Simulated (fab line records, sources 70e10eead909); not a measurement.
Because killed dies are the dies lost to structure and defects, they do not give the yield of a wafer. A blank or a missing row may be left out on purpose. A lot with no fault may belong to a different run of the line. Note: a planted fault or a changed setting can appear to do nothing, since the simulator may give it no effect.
Matching of chambers || flow nand harc || 4 sister chambers for NHARC_A_M1_DESCUM_14 on rie diel-09
The step chemistry O2, time 3 s. 8 wafers are shown with their chamber, then 9 later ones without.

## EACH WAFER AND ITS CHAMBER
{"wafer": "L078.5", "chamber": 3, "drypump motor current A (A)": 6.0, "oes product au (a.u.)": 0.996}
{"wafer": "L076.2", "chamber": 2, "drypump motor current A (A)": 5.9, "oes product au (a.u.)": 1.013}
{"wafer": "L085.1", "chamber": 3, "drypump motor current A (A)": 6.1, "oes product au (a.u.)": 1.002}
{"wafer": "L085.4", "chamber": 0, "drypump motor current A (A)": 5.3, "oes product au (a.u.)": 1.005}
{"wafer": "L085.5", "chamber": 0, "drypump motor current A (A)": 5.3, "oes product au (a.u.)": 1.003}
{"wafer": "L087.2", "chamber": 2, "drypump motor current A (A)": 5.9, "oes product au (a.u.)": 1.002}
{"wafer": "L087.4", "chamber": 1, "drypump motor current A (A)": 5.0, "oes product au (a.u.)": 1.002}
{"wafer": "L087.5", "chamber": 1, "drypump motor current A (A)": 5.0, "oes product au (a.u.)": 1.003}

## WAFERS WHOSE CHAMBER IS MISSING
{"wafer": "L090.1", "drypump motor current A (A)": 5.0, "oes product au (a.u.)": 1.016}
{"wafer": "L090.3", "drypump motor current A (A)": 6.0, "oes product au (a.u.)": 1.003}
{"wafer": "L090.6", "drypump motor current A (A)": 5.0, "oes product au (a.u.)": 1.013}
{"wafer": "L089.1", "drypump motor current A (A)": 5.0, "oes product au (a.u.)": 1.016}
{"wafer": "L089.2", "drypump motor current A (A)": 6.1, "oes product au (a.u.)": 1.003}
{"wafer": "L089.5", "drypump motor current A (A)": 5.9, "oes product au (a.u.)": 1.031}
{"wafer": "L091.1", "drypump motor current A (A)": 5.0, "oes product au (a.u.)": 1.010}
{"wafer": "L091.4", "drypump motor current A (A)": 5.9, "oes product au (a.u.)": 1.015}
{"wafer": "L091.6", "drypump motor current A (A)": 5.3, "oes product au (a.u.)": 1.005}

## WHICH CHAMBER EACH ONE RAN IN
{"wafer": "L090.1", "from the rows above": 1, "in truth": 1}
{"wafer": "L090.3", "from the rows above": "can't be placed: 3 or 2", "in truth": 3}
{"wafer": "L090.6", "from the rows above": 1, "in truth": 1}
{"wafer": "L089.1", "from the rows above": 1, "in truth": 1}
{"wafer": "L089.2", "from the rows above": 3, "in truth": 3}
{"wafer": "L089.5", "from the rows above": 2, "in truth": 2}
{"wafer": "L091.1", "from the rows above": 1, "in truth": 1}
{"wafer": "L091.4", "from the rows above": 2, "in truth": 2}
{"wafer": "L091.6", "from the rows above": 0, "in truth": 0}
Correctly placed: 8 of 9. Cannot be placed on the basis of these rows: 1; the candidates contain the true chamber in 1. Number placed wrongly: 0.
How it was worked out, from the rows above alone: a wafer's distance from a chamber is the root of the sum, over the readings, of the square of ((its reading less the chamber's mean) divided by the reading's scatter). If the next closest chamber is less than 2 further off than the closest, the wafer can't be placed; otherwise it belongs to the closest. A chamber's mean is the mean of its shown wafers. The scatter is the square root of a quotient: the sum, over the shown wafers, of each reading's squared deviation from its chamber's mean, divided by wafers minus chambers.
